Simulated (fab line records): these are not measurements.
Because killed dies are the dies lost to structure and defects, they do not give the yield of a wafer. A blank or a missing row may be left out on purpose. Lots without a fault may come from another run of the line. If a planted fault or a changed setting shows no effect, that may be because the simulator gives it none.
Matching of chambers	flow n5 finfet	N5_STI_FIN_REVEAL_CMP_04 on cmp-02: 4 sister chambers
The step polishes, stops on Si3N4, t overpolish 4 s, target thk 131.83 nm. 4 wafers are shown with their chamber, then 8 later ones without.

## WAFERS PAIRED WITH THEIR CHAMBERS
wafer	chamber	motor current A (A)
L084.1	3	7.2
L090.1	2	8.8
L090.3	1	8.8
L092.4	0	7.9

## WAFERS WITHOUT THEIR CHAMBER
wafer	motor current A (A)
L092.5	9.1
L092.6	9.0
L096.1	8.2
L096.3	9.6
L096.4	9.3
L097.1	8.9
L097.3	8.4
L097.6	8.7

## THE CHAMBER EACH PASSED THROUGH
wafer	from the rows above	in truth
L092.5	can't be placed: 1 or 2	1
L092.6	can't be placed: 1 or 2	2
L096.1	can't be placed: 0 or 1 or 2 or 3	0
L096.3	can't be placed: 1 or 2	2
L096.4	can't be placed: 1 or 2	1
L097.1	can't be placed: 1 or 2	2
L097.3	can't be placed: 1 or 2 or 0 or 3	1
L097.6	can't be placed: 1 or 2 or 0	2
Placed correctly: 0 of 8. These rows do not allow placing 8 (true chamber among the candidates in 8). 0 placed wrongly.
How it was worked out, from the rows above alone: a wafer's distance from a chamber is the root of the sum, over the readings, of the square of ((its reading less the chamber's mean) divided by the reading's scatter). If the next closest chamber is less than 2 further off than the closest, the wafer can't be placed; otherwise it belongs to the closest. The mean given for a chamber averages the wafers shown for that chamber. The scatter (one wafer shown for each chamber): square how far every hidden wafer sits from the nearest shown wafer, average those squares and take the square root.
